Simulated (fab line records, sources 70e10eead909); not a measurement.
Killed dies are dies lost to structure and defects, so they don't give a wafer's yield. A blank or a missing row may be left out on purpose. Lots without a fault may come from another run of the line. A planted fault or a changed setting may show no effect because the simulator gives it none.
fab line records | flow nand_harc
record lots=14 wafers=40 last_day=33
route steps=1302 shown A_CHANNEL_FILL_D1@513 A_ONON_D2@561 A_CHANNEL_HOLE_D2@586
lots that met no fault: from a run of the same line without faults
start_h: hours from the record's first day to the start of the lot's first wafer shown | wait_h: hours since the lot's step before | " the same as in the row above | L1.1+2: a row that stands for several wafers | - no value, or no start given | * or withheld: withheld | < > ~ a bound
route shown NAME@n: a module of which the file shows steps, and the number in the route of the first | usual: mean/standard deviation of fault-free wafers | same: alike in all rows | chamber/n: place in a boat | sites: the reading at each site | _std_site: their standard deviation | _edge_site: outer sites' mean less inner sites' | radius_mm: how far each site lies from the wafer's centre | mask NAME#n: copy n | behind: the tool/chamber that last shaped the wafer | hold: why the lot was held/for how many hours/how that ended | device: the transistor (n, p or np) that didn't switch | end of line: the same wafers' tests at the end of the route | a step without rows: its recipe alone | killed: dies lost to structure and defects at the first sort, not the wafer's yield | map: a wafer's dies, x killed, . not, _ none there
set.NAME: the setting as run; set.NAME@STEP: as run at that earlier step | model.NAME: the simulator's own value behind a step, which no gauge read
steps of the route over a sample of lots; a table a step, a row a wafer
services: from which hour (start_h, from the record's first day; less than 0 if before it) a tool's chamber was out of use, for how many hours, and why
## steps
# step NHARC_A_CHANNEL_FILL_D1_CMP_10
# recipe target_thk_nm=150
# usual motor_current_A=12.6/1.1 time_to_endpoint_s=14/3.7
# columns lot.wafer tool chamber start_h wait_h motor_current_A time_to_endpoint_s
L133.4 cmp-04 2 249.63 0.4 14.2 14
L133.3 " 3 " " 11.4 9
L133.6 " 2 " " 14.5 12
L132.1 cmp-02 1 249.63 0.4 13.0 20
L132.4 " 3 " " 11.5 17
L132.5 " 1 " " 13.3 18
L135.3 cmp-02 2 269.92 0.4 14.4 21
L135.1 " 0 " " 14.0 9
L135.6 " 2 " " 13.3 19
L134.4 cmp-04 0 269.92 0.4 12.3 14
L134.5 " 3 " " 12.1 13
L134.6 " 0 " " 12.3 15
L136.4 cmp-01 1 284.00 0.4 12.2 10
L136.3 " 3 " " 11.7 18
L136.5 " 1 " " 12.0 9
L138.1 cmp-02 3 308.62 0.4 11.8 17
L138.4 " 2 " " 13.6 19
L138.6 " 0 " " 14.3 11
L139.3 cmp-04 2 316.04 0.4 13.9 15
L147.4 cmp-01 1 399.61 0.4 12.3 11
L147.3 " 3 " " 12.3 17
L147.2 " 0 " " 10.9 14
L149.1 cmp-02 2 409.22 0.4 13.2 18
L149.2 " 3 " " 11.6 18
L149.5 " 2 " " 13.8 18
L148.2 cmp-01 2 409.27 0.4 12.0 12
L148.5 " 3 " " 12.1 20
L148.6 " 0 " " 11.1 14
L150.4 cmp-01 2 433.05 0.4 13.1 11
L150.2 " 3 " " 11.0 20
L150.5 " 1 " " 12.4 11
L153.2 cmp-02 0 462.59 0.4 14.4 9
L153.1 " 2 " " 14.4 17
L153.5 " 0 " " 13.5 10
L152.3 cmp-04 0 462.64 0.4 12.3 13
L152.6 " 2 " " 14.4 11
L152.5 " 3 " " 11.6 10
L154.3 cmp-02 3 475.20 0.4 11.7 18
L154.4 " 1 " " 12.5 17
L154.5 " 3 " " 12.3 18
# step NHARC_A_ONON_D2_THK_MEAS_24
# recipe thk_meas_gauge=ellipsometry
# usual thk_nm=998/11
# columns lot.wafer tool chamber start_h wait_h thk_nm
L132.1 film_metro-02 - 296.20 - 982
L132.4 " - " " 981
L132.5 " - " " 984
L133.3 film_metro-02 - 296.21 - 1006
L133.4 " - " " 1003
L133.6 " - " " 1004
L135.1 film_metro-02 - 322.40 - 987
L135.3 " - " " 987
L135.6 " - " " 987
L134.4 film_metro-02 - 322.46 - 997
L134.5 " - " " 995
L134.6 " - " " 995
L136.3 film_metro-02 - 339.57 - 1004
L136.4 " - " " 1004
L136.5 " - " " 1002
L138.1 film_metro-02 - 353.75 - 1017
L138.4 " - " " 1017
L138.6 " - " " 1019
L139.3 film_metro-02 - 361.08 - 1020
L147.2 film_metro-02 - 442.96 - 998
L147.3 " - " " 998
L147.4 " - " " 997
L148.2 film_metro-02 - 458.48 - 999
L148.5 " - " " 1001
L148.6 " - " " 1000
L149.1 film_metro-02 - 458.49 - 994
L149.2 " - " " 993
L149.5 " - " " 994
L150.2 film_metro-02 - 478.80 - 995
L150.4 " - " " 997
L150.5 " - " " 995
L153.1 film_metro-02 - 516.36 - 990
L153.2 " - " " 990
L153.5 " - " " 989
L152.3 film_metro-02 - 516.52 - 1016
L152.5 " - " " 1017
L152.6 " - " " 1017
L154.3 film_metro-02 - 528.20 - 1001
L154.4 " - " " 1000
L154.5 " - " " 1003
# step NHARC_A_ONON_D2_DEP_25
# recipe target_thk_a=10000 n2_flow_sccm=2750 n2o_flow_sccm=2000 nh3_flow_sccm=500 sih4_flow_sccm=210 temp_c=400
# columns lot.wafer tool chamber start_h wait_h
L132.1+4+5 pecvd_onon-02 0 296.25 0.1
L133.3+4+6 pecvd_onon-03 0 296.38 0.2
L135.1+3+6 pecvd_onon-03 0 322.45 0.1
L134.4+5+6 pecvd_onon-02 0 322.69 0.2
L136.3+4+5 pecvd_onon-03 0 339.74 0.2
L138.1+4+6 pecvd_onon-03 0 353.81 0.1
L139.3 pecvd_onon-03 0 361.25 0.2
L147.2+3+4 pecvd_onon-02 0 443.08 0.1
L149.1+2+5 pecvd_onon-02 0 458.55 0.1
L148.2+5+6 pecvd_onon-03 0 458.60 0.1
L150.2+4+5 pecvd_onon-03 0 478.92 0.1
L153.1+2+5 pecvd_onon-02 0 516.42 0.1
L152.3+5+6 pecvd_onon-03 0 516.69 0.2
L154.3+4+5 pecvd_onon-03 0 528.37 0.2
# step NHARC_A_ONON_D2_THK_MEAS_27
# recipe thk_meas_gauge=ellipsometry
# usual thk_nm=1001/12
# columns lot.wafer tool chamber start_h wait_h hold thk_nm
L132.1 film_metro-02 - 296.76 - - 982
L132.4 " - " " - 982
L132.5 " - " " - 982
L133.3 film_metro-02 - 296.77 - - 990
L133.4 " - " " - 992
L133.6 " - " " - 992
L135.1 film_metro-02 - 322.97 - - 1010
L135.3 " - " " - 1010
L135.6 " - " " - 1009
L134.4 film_metro-02 - 323.03 - - 1017
L134.5 " - " " - 1015
L134.6 " - " " - 1013
L136.3 film_metro-02 - 340.13 - - 1002
L136.4 " - " " - 1002
L136.5 " - " " - 998
L138.1 film_metro-01 - 354.32 - await_dispo/0.2h/release 1011
L138.4 " - " " await_dispo/0.2h/release 952
L138.6 " - " " await_dispo/0.2h/release 1013
L138.1 film_metro-01 - 354.49 0.2 - 1011
L138.4 " - " " - 953
L138.6 " - " " - 1011
L139.3 film_metro-02 - 361.64 - await_dispo/0.2h/release 946
L139.3 film_metro-02 - 361.81 0.2 - 945
L147.2 film_metro-02 - 443.53 - - 989
L147.3 " - " " - 988
L147.4 " - " " - 987
L148.2 film_metro-02 - 459.07 - - 970
L148.5 " - " " - 973
L148.6 " - " " - 973
L149.1 film_metro-02 - 459.09 - - 991
L149.2 " - " " - 994
L149.5 " - " " - 992
L150.2 film_metro-02 - 479.36 - - 1010
L150.4 " - " " - 1012
L150.5 " - " " - 1010
L153.1 film_metro-02 - 516.92 - - 1010
L153.2 " - " " - 1010
L153.5 " - " " - 1009
L152.3 film_metro-01 - 517.09 - - 1015
L152.5 " - " " - 1016
L152.6 " - " " - 1015
L154.3 film_metro-01 - 528.77 - - 1001
L154.4 " - " " - 1003
L154.5 " - " " - 1002
# step NHARC_A_CHANNEL_HOLE_D2_ETCH_38
# recipe target_depth_a=390 over_etch_frac=0.3 time_s=65 ion_energy_ev=80 cf4_flow_sccm=150 ar_flow_sccm=0 rf_w=300 bias_w=100 chemistry=CF4
# usual drypump_motor_current_A=5.6/0.34 oes_product_au=1.000/0.014 rf_vpp_V=151.2/1.2 showerhead_plenum_p_Torr=1.76/0.068 throttle_valve_pct=13.283/0.0089
# columns lot.wafer tool chamber start_h wait_h drypump_motor_current_A oes_product_au rf_hours_counter_h rf_vpp_V showerhead_plenum_p_Torr throttle_valve_pct
L132.1 rie_diel-08 1 302.00 0.1 4.9 0.994 7.6 151.6 1.69 13.283
L132.4 " 2 " " 5.4 1.006 6.6 150.9 1.66 13.280
L132.5 " 1 " " 4.9 0.992 - 149.9 1.69 13.285
L133.3 rie_diel-05 1 302.38 0.1 5.8 0.996 4.4 151.3 1.83 13.281
L133.4 " 2 " " 5.9 1.013 3.9 152.3 1.86 13.275
L133.6 " 3 " " 5.4 1.001 - 151.4 1.74 13.289
L135.1 rie_diel-12 2 327.07 0.1 5.1 1.007 2.2 152.6 1.77 13.283
L135.3 " 3 " " 6.0 0.981 2.4 150.6 1.82 13.287
L135.6 " 3 " " 6.0 0.974 - 151.5 1.82 13.293
L134.4 rie_diel-05 1 328.10 0.1 5.8 0.994 5.4 154.0 1.83 13.276
L134.6 " 2 " " 5.9 1.013 - 151.4 1.86 13.297
L134.5 " 3 " " 5.3 1.014 - 149.8 1.74 13.276
L136.4 rie_diel-05 0 344.20 0.1 5.7 1.009 5.8 152.7 1.84 13.269
L136.3 " 2 " " 5.9 0.997 6.0 152.8 1.86 13.282
L136.5 " 0 " " 5.7 1.013 - 152.3 1.84 13.279
L138.1 rie_diel-05 1 362.08 0.1 5.9 0.988 7.2 152.1 1.83 13.288
L138.6 " 2 " " 5.9 0.987 - 153.2 1.86 13.284
L147.4 rie_diel-05 3 449.23 0.1 5.4 1.013 2.2 151.5 1.74 13.291
L147.3 " 0 " " 5.7 1.018 2.1 151.8 1.84 13.281
L147.2 " 1 " " 5.8 0.995 1.9 151.0 1.82 13.283
L148.2 rie_diel-05 2 463.04 0.1 5.9 0.999 3.0 154.0 1.86 13.271
L148.6 " 1 " " 5.8 0.999 - 152.3 1.82 13.292
L148.5 " 2 " " 5.9 1.000 - 152.4 1.86 13.270
L149.2 rie_diel-08 0 464.15 0.1 5.9 0.982 4.6 151.1 1.68 13.277
L149.1 " 1 " " 4.9 0.997 4.2 149.7 1.69 13.289
L149.5 " 0 " " 5.9 0.995 - 150.0 1.68 13.314
L150.4 rie_diel-05 1 483.42 0.1 5.8 0.986 4.8 151.4 1.82 13.297
L150.2 " 3 " " 5.3 1.013 4.4 151.7 1.74 13.293
L150.5 " 2 " " 5.9 1.007 - 151.3 1.86 13.274
L153.1 rie_diel-05 0 521.10 0.1 5.6 1.012 6.2 151.2 1.84 13.298
L153.2 " 3 " " 5.3 0.993 6.2 150.6 1.74 13.284
L153.5 " 3 " " 5.3 0.994 - 151.1 1.74 13.279
L152.3 rie_diel-12 1 522.74 0.1 5.2 0.985 1.8 149.7 1.69 13.291
L152.5 " 2 " " 5.2 1.017 - 150.4 1.77 13.292
L152.6 " 0 " " 5.7 1.008 - 152.0 1.71 13.282
L154.3 rie_diel-08 2 533.62 0.1 5.4 0.982 8.7 150.2 1.65 13.280
L154.4 " 1 " " 4.9 0.991 8.0 149.6 1.69 13.280
L154.5 " 3 " " 6.1 1.007 - 150.2 1.79 13.289
## services
# columns tool chamber start_h hours kind
pecvd_onon-03 - 227.00 13.0 pm
rie_diel-05 - 229.60 9.0 pm
cmp-02 - 232.50 4.0 pm
cmp-02 - 239.14 0.3 repair
rie_diel-05 0 243.66 16.9 repair
cmp-01 - 271.28 0.8 repair
cmp-01 - 280.12 0.9 repair
cmp-01 - 292.81 4.0 pm
cmp-02 - 314.84 2.2 repair
cmp-02 - 328.39 2.6 repair
rie_diel-05 - 334.32 0.8 repair
pecvd_onon-02 - 366.43 13.0 pm
cmp-01 - 390.81 4.0 pm
rie_diel-05 - 406.64 9.0 pm
pecvd_onon-03 - 408.00 13.0 pm
cmp-01 - 420.75 2.5 repair
cmp-02 - 424.06 0.3 repair
cmp-02 - 428.94 4.0 pm
cmp-02 - 450.74 0.7 repair
cmp-02 - 453.04 1.2 repair
cmp-02 - 466.54 4.7 repair
cmp-01 - 469.63 0.5 repair
rie_diel-05 2 517.99 13.5 repair
cmp-02 - 526.94 4.0 pm
## key
first_sign step=NHARC_A_ONON_D2_THK_MEAS_27 reading=visit direction=added
effect step=NHARC_A_ONON_D2_THK_MEAS_27 reading=thk_nm direction=down sigmas=4.5 usual=1001 struck=949
met_at NHARC_A_ONON_D2_DEP_25
struck_lots L138,L139
struck_wafers L138.4,L139.3
later_rows_left_out L138.4,L139.3
sort_left_out L138.4,L139.3
tester_left_out L138,L139
not_acting_at NHARC_A_CHANNEL_FILL_D1_CMP_10,NHARC_A_ONON_D2_THK_MEAS_24,NHARC_A_CHANNEL_HOLE_D2_ETCH_38
onset_between 339.74 353.81
fault kind=process_parameter_drift tool=pecvd_onon-03 chamber=- onset_h=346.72 steps=NHARC_A_ONON_D2_DEP_25 channel=target_thk_a offset=* shape=step end_h=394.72 scope=struck_wafers_only acts_in=* stated=*
# tester_left_out: of these lots the tester's yield and bins aren't shown, on N5 and GAA mostly nor the transistor test; their killed dies are dies lost to structure and defects alone, not to doping, threshold or leakage, so they don't give the yield
# sort_left_out: the simulated sort isn't trusted on such a fault, so these wafers' sort isn't shown, and their yield isn't known
# later_rows_left_out: the simulator's readings of these wafers behind a module that went badly wrong aren't trusted and aren't shown, but for the sort
